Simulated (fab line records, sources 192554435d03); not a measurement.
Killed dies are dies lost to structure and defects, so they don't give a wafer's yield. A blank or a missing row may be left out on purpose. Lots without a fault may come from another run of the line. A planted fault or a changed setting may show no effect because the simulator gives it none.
Which tool did it? | flow n5_finfet | 24 lots, 72 wafers sampled, at 5 steps of a route of 1938

WHAT THE GAUGES READ, wafer by wafer
N5_BEOL_M8_THK_MEAS_53: measures by xrf. Usual: M8_THK 80.2 nm, standard deviation 2.
lot  | measured     | on            | M8_THK (nm)    | flag
L075 | day 8 23:45  | film_metro-01 | 84.6 80.0 83.4 |
L074 | day 9 15:39  | film_metro-01 | 78.9 79.3 78.9 |
L076 | day 9 21:15  | film_metro-01 | 82.3 81.4 81.4 |
L078 | day 10 12:23 | film_metro-02 | 80.1 83.0 81.3 |
L077 | day 10 12:49 | film_metro-02 | 77.0 81.8 79.9 |
L079 | day 11 02:58 | film_metro-01 | 82.4 79.9 78.9 |
L080 | day 11 03:19 | film_metro-01 | 81.5 81.2 82.3 |
L081 | day 11 06:50 | film_metro-02 | 82.1 81.3 81.7 |
L083 | day 11 10:13 | film_metro-02 | 79.6 80.1 80.2 |
L082 | day 11 12:04 | film_metro-01 | 81.5 83.7 83.2 |
L084 | day 11 12:50 | film_metro-01 | 80.3 79.8 79.9 |
L086 | day 12 15:46 | film_metro-02 | 81.6 79.8 79.7 |
L085 | day 12 16:02 | film_metro-01 | 82.5 80.7 82.1 |
L087 | day 12 19:50 | film_metro-02 | 82.0 80.6 80.5 |
L088 | day 12 23:46 | film_metro-02 | 80.0 78.9 79.2 |
L090 | day 13 02:51 | film_metro-01 | 79.5 80.6 81.4 |
L089 | day 13 13:16 | film_metro-01 | 79.8 81.9 83.1 |
L091 | day 13 18:56 | film_metro-01 | 80.5 81.4 77.8 |
L092 | day 14 05:46 | film_metro-01 | 76.3 77.8 79.5 |
L094 | day 14 09:25 | film_metro-01 | 74.9 78.2 80.8 |
L093 | day 14 09:33 | film_metro-02 | 80.8 81.1 77.6 |
L095 | day 14 16:49 | film_metro-02 | 79.3 75.8 75.2 |
L096 | day 14 19:22 | film_metro-02 | 79.7 80.0 79.3 |
L097 | day 14 20:13 | film_metro-01 | 76.1 78.8 80.5 |

N5_BEOL_M9_THK_MEAS_01. Usual: M9_ILD_THK 268 nm, standard deviation 3.3.
lot  | measured     | on            | M9_ILD_THK (nm) | flag
L075 | day 9 00:32  | film_metro-01 | 263 267 269     |
L074 | day 9 16:26  | film_metro-02 | 268 266 268     |
L076 | day 9 22:02  | film_metro-01 | 261 265 262     |
L078 | day 10 13:12 | film_metro-02 | 265 271 272     |
L077 | day 10 13:41 | film_metro-02 | 266 264 270     |
L079 | day 11 04:28 | film_metro-02 | 269 275 272     |
L080 | day 11 04:25 | film_metro-01 | 264 270 272     |
L081 | day 11 07:38 | film_metro-02 | 266 269 270     |
L083 | day 11 10:59 | film_metro-01 | 263 271 267     |
L082 | day 11 12:52 | film_metro-02 | 264 266 272     |
L084 | day 11 13:37 | film_metro-01 | 265 262 268     |
L086 | day 12 16:33 | film_metro-02 | 265 271 272     |
L085 | day 12 16:49 | film_metro-02 | 265 266 268     |
L087 | day 12 20:39 | film_metro-02 | 269 274 273     |
L088 | day 13 00:39 | film_metro-01 | 264 265 272     |
L090 | day 13 03:38 | film_metro-01 | 266 271 268     |
L089 | day 13 14:03 | film_metro-02 | 267 265 272     |
L091 | day 13 19:43 | film_metro-02 | 269 272 275     |
L092 | day 14 06:33 | film_metro-01 | 271 264 271     |
L094 | day 14 10:28 | film_metro-02 | 276 273 276     |
L093 | day 14 10:41 | film_metro-01 | 262 268 267     |
L095 | day 14 17:36 | film_metro-01 | 266 266 267     |
L096 | day 14 20:10 | film_metro-02 | 269 273 271     |
L097 | day 14 21:00 | film_metro-01 | 267 266 272     |

N5_BEOL_M9_OCD_MEAS_38. Usual: trench_depth_nm 153.0 nm, standard deviation 2.9.
lot  | measured     | on     | trench_depth_nm (nm) | flag
L075 | day 9 05:07  | ocd-01 | 149.4 148.8 151.7    |
L074 | day 9 21:05  | ocd-02 | 152.9 148.9 151.3    |
L076 | day 10 05:29 | ocd-01 | 152.9 150.6 151.3    |
L078 | day 10 16:35 | ocd-02 | 151.0 150.1 151.2    |
L077 | day 10 16:54 | ocd-02 | 154.4 147.2 146.4    |
L079 | day 11 08:14 | ocd-02 | 151.6 148.5 150.6    |
L080 | day 11 08:35 | ocd-02 | 157.4 147.0 150.1    |
L081 | day 11 10:37 | ocd-02 | 155.2 148.4 146.9    |
L083 | day 11 13:47 | ocd-02 | 157.2 155.4 147.7    |
L082 | day 11 19:14 | ocd-02 | 154.5 156.1 157.1    |
L084 | day 11 19:24 | ocd-02 | 158.7 156.6 150.5    |
L086 | day 12 19:49 | ocd-02 | 152.7 153.4 152.9    |
L085 | day 12 21:48 | ocd-02 | 154.5 148.9 154.5    |
L087 | day 13 00:07 | ocd-02 | 147.0 150.5 148.9    |
L088 | day 13 04:31 | ocd-02 | 157.5 154.7 157.3    |
L090 | day 13 10:30 | ocd-02 | 152.0 157.3 152.6    |
L089 | day 13 19:44 | ocd-02 | 154.5 153.9 153.3    |
L091 | day 13 23:30 | ocd-02 | 157.1 154.7 157.6    |
L092 | day 14 09:29 | ocd-02 | 149.4 148.8 156.5    |
L094 | day 14 14:22 | ocd-02 | 153.8 153.8 156.2    |
L093 | day 14 14:47 | ocd-02 | 158.1 154.8 157.5    |
L095 | day 14 22:46 | ocd-02 | 154.9 154.3 153.8    |
L096 | day 15 00:29 | ocd-02 | 153.2 156.5 153.9    |
L097 | day 15 01:37 | ocd-02 | 155.3 151.9 157.0    |

WHICH TOOL RAN EACH LOT (tool, then ch and the chambers of the sampled wafers, then the start)
lot  | N5_BEOL_M8_CMP_52             | N5_BEOL_M9_ETCH_65
L075 | cmp-01 ch 0,1,2, day 8 23:29  | rie_diel-06 ch 0,1,3, day 9 04:42
L074 | cmp-02 ch 0,2, day 9 15:23    | rie_diel-06 ch 1,2,3, day 9 20:41
L076 | cmp-03 ch 1,2,3, day 9 20:57  | rie_diel-06 ch 1,2,3, day 10 05:05
L078 | cmp-03 ch 0,1,2, day 10 12:13 | rie_diel-06 ch 0,3, day 10 16:10
L077 | cmp-01 ch 1,2,3, day 10 12:32 | rie_diel-01 ch 0,2, day 10 16:30
L079 | cmp-01 ch 1,2,3, day 11 02:44 | rie_diel-06 ch 1,3, day 11 07:49
L080 | cmp-02 ch 0,1,3, day 11 03:05 | rie_diel-01 ch 0,2,3, day 11 08:11
L081 | cmp-02 ch 1,3, day 11 06:32   | rie_diel-02 ch 0,3, day 11 10:12
L083 | cmp-03 ch 0,1,3, day 11 09:59 | rie_diel-02 ch 0,1,2, day 11 13:22
L082 | cmp-02 ch 0,1,2, day 11 11:51 | rie_diel-01 ch 0,1, day 11 18:49
L084 | cmp-03 ch 0,2,3, day 11 12:39 | rie_diel-02 ch 0,1,2, day 11 18:59
L086 | cmp-01 ch 0,1,2, day 12 15:28 | rie_diel-02 ch 2,3, day 12 19:13
L085 | cmp-02 ch 0,1,2, day 12 15:49 | rie_diel-02 ch 0,2, day 12 21:24
L087 | cmp-03 ch 0,1,3, day 12 19:33 | rie_diel-01 ch 2,3, day 12 23:43
L088 | cmp-03 ch 0,1,3, day 12 23:29 | rie_diel-02 ch 0,1,2, day 13 04:06
L090 | cmp-01 ch 1,2,3, day 13 02:38 | rie_diel-02 ch 0,1,3, day 13 10:06
L089 | cmp-02 ch 1,2,3, day 13 13:03 | rie_diel-02 ch 0,3, day 13 19:19
L091 | cmp-02 ch 1,2, day 13 18:40   | rie_diel-02 ch 1,2, day 13 23:05
L092 | cmp-01 ch 0,1,3, day 14 05:28 | rie_diel-01 ch 0,2,3, day 14 09:05
L094 | cmp-02 ch 0,3, day 14 09:07   | rie_diel-02 ch 0,2,3, day 14 13:58
L093 | cmp-03 ch 1,2, day 14 09:15   | rie_diel-02 ch 1,2, day 14 14:23
L095 | cmp-03 ch 1,2,3, day 14 16:36 | rie_diel-02 ch 0,2,3, day 14 22:21
L096 | cmp-03 ch 0,1,2, day 14 19:11 | rie_diel-02 ch 0,1,2, day 15 00:05
L097 | cmp-02 ch 2,3, day 14 19:55   | rie_diel-01 ch 0,1,3, day 15 01:12
- N5_BEOL_M8_CMP_52: polishes, stops on SiCOH lowk, t overpolish 6.9 s, target thk 80 nm.
- N5_BEOL_M9_ETCH_65: etches SiARC in CF4, target depth 15.6 nm, time 26 s.

WHAT THE TOOLS THEMSELVES READ (means of the sampled wafers that have a number; where no wafer has one, the mark that the record gives instead)
N5_BEOL_M8_CMP_52. Usual: barrier_field_endpoint_s 29.0 s, standard deviation 0.67; motor_current_A 6.0 A, standard deviation 0.64; overpolish_run_s 6.900 s, standard deviation 0.0096; time_to_endpoint_s 62.5 s, standard deviation 2.6.
lot  | tool   | barrier_field_endpoint_s (s) | motor_current_A (A) | overpolish_run_s (s) | time_to_endpoint_s (s) | flag
L075 | cmp-01 | 29.5                         | 6.2                 | 6.902                | 64.5                   |
L074 | cmp-02 | 28.5                         | 5.8                 | 6.900                | 62.7                   |
L076 | cmp-03 | 29.3                         | 6.1                 | 6.903                | 65.2                   |
L078 | cmp-03 | 29.6                         | 5.9                 | 6.905                | 62.3                   |
L077 | cmp-01 | 28.3                         | 6.1                 | 6.895                | 61.9                   |
L079 | cmp-01 | 29.4                         | 6.3                 | 6.903                | 63.2                   |
L080 | cmp-02 | 29.1                         | 5.6                 | 6.897                | 64.3                   |
L081 | cmp-02 | 29.3                         | 6.0                 | 6.906                | 61.5                   |
L083 | cmp-03 | 29.1                         | 6.4                 | 6.903                | 61.1                   |
L082 | cmp-02 | 29.1                         | 5.2                 | 6.899                | 64.1                   |
L084 | cmp-03 | 28.2                         | 6.1                 | 6.891                | 60.2                   |
L086 | cmp-01 | 28.9                         | 6.2                 | 6.902                | 62.8                   |
L085 | cmp-02 | 29.8                         | 5.3                 | 6.893                | 63.7                   |
L087 | cmp-03 | 28.0                         | 6.2                 | 6.913                | 60.6                   |
L088 | cmp-03 | 28.2                         | 6.5                 | 6.900                | 61.8                   |
L090 | cmp-01 | 28.9                         | 6.2                 | 6.903                | 62.3                   |
L089 | cmp-02 | 28.8                         | 5.3                 | 6.893                | 62.2                   |
L091 | cmp-02 | 30.0                         | 5.1                 | 6.894                | 65.7                   |
L092 | cmp-01 | 28.5                         | 6.3                 | 6.906                | 61.1                   |
L094 | cmp-02 | 28.8                         | 6.2                 | 6.896                | 61.8                   |
L093 | cmp-03 | 29.4                         | 6.2                 | 6.910                | 62.0                   |
L095 | cmp-03 | 29.2                         | 6.0                 | 6.895                | 60.6                   |
L096 | cmp-03 | 29.2                         | 6.2                 | 6.898                | 60.2                   |
L097 | cmp-02 | 29.3                         | 5.7                 | 6.893                | 65.8                   |

N5_BEOL_M9_ETCH_65. Usual: drypump_motor_current_A 5.8 A, standard deviation 0.37; etch_rf_on_time_s 25.5 s, standard deviation 0.63; oes_product_au 0.71 a.u., standard deviation 0.077; rf_vpp_V 184.2 V, standard deviation 1.2; showerhead_plenum_p_Torr 2.16 Torr, standard deviation 0.077; throttle_valve_pct 15.52 %, standard deviation 0.18.
lot  | tool        | drypump_motor_current_A (A) | etch_rf_on_time_s (s) | oes_product_au (a.u.) | rf_vpp_V (V) | showerhead_plenum_p_Torr (Torr) | throttle_valve_pct (%) | flag
L075 | rie_diel-06 | 6.0                         | 25.9                  | 0.62                  | 184.8        | 2.19                            | 15.72                  |
L074 | rie_diel-06 | 6.1                         | 25.9                  | 0.63                  | 185.0        | 2.23                            | 15.68                  |
L076 | rie_diel-06 | 6.1                         | 25.8                  | 0.63                  | 185.0        | 2.23                            | 15.69                  |
L078 | rie_diel-06 | 5.9                         | 25.9                  | 0.61                  | 184.3        | 2.16                            | 15.77                  |
L077 | rie_diel-01 | 5.4                         | 26.2                  | 0.66                  | 184.8        | 2.18                            | 15.66                  |
L079 | rie_diel-06 | 6.3                         | 26.1                  | 0.60                  | 184.6        | 2.20                            | 15.72                  |
L080 | rie_diel-01 | 5.6                         | 26.1                  | 0.69                  | 185.2        | 2.18                            | 15.60                  |
L081 | rie_diel-02 | 5.6                         | 26.0                  | 0.66                  | 182.1        | 2.08                            | 15.53                  |
L083 | rie_diel-02 | 6.0                         | 25.5                  | 0.68                  | 182.8        | 2.07                            | 15.49                  |
L082 | rie_diel-01 | 5.4                         | 25.2                  | 0.78                  | 183.4        | 2.09                            | 15.63                  |
L084 | rie_diel-02 | 6.0                         | 25.4                  | 0.68                  | 184.3        | 2.07                            | 15.50                  |
L086 | rie_diel-02 | 5.8                         | 24.9                  | 0.72                  | 183.0        | 2.10                            | 15.43                  |
L085 | rie_diel-02 | 5.8                         | 25.1                  | 0.75                  | 184.2        | 2.14                            | 15.35                  |
L087 | rie_diel-01 | 6.0                         | 26.5                  | 0.65                  | 185.3        | 2.24                            | 15.60                  |
L088 | rie_diel-02 | 6.0                         | 24.8                  | 0.77                  | 183.5        | 2.15                            | 15.35                  |
L090 | rie_diel-02 | 5.8                         | 25.2                  | 0.79                  | 184.6        | 2.18                            | 15.33                  |
L089 | rie_diel-02 | 5.6                         | 25.3                  | 0.81                  | 185.7        | 2.25                            | 15.24                  |
L091 | rie_diel-02 | 6.2                         | 24.8                  | 0.73                  | 182.5        | 2.09                            | 15.46                  |
L092 | rie_diel-01 | 5.6                         | 26.2                  | 0.66                  | 184.0        | 2.18                            | 15.65                  |
L094 | rie_diel-02 | 5.7                         | 25.3                  | 0.75                  | 183.3        | 2.17                            | 15.36                  |
L093 | rie_diel-02 | 6.2                         | 24.6                  | 0.73                  | 184.0        | 2.09                            | 15.46                  |
L095 | rie_diel-02 | 5.7                         | 25.3                  | 0.74                  | 184.2        | 2.17                            | 15.37                  |
L096 | rie_diel-02 | 6.0                         | 25.3                  | 0.74                  | 184.2        | 2.15                            | 15.37                  |
L097 | rie_diel-01 | 5.7                         | 25.8                  | 0.72                  | 184.3        | 2.14                            | 15.66                  |

THE ANSWER, worked out from the rows above alone
Rule: a lot is off if the mean of its wafers that have a number lies more than 3 standard deviations from the usual mean. A lot without any number at a reading at which 4 lots or more have one is off too. The other lots that the step has rows for count as sound. The gauges are gone through in route order, then the tools' own readings, and for those a lot's mean is taken as printed above. The first step at which some lot is off is used, and at that step the reading that is off furthest; a lot without a number counts as furthest.
No lot is off at any reading shown: from this, nothing can be told.

WHAT THE SIMULATOR HAD PUT IN
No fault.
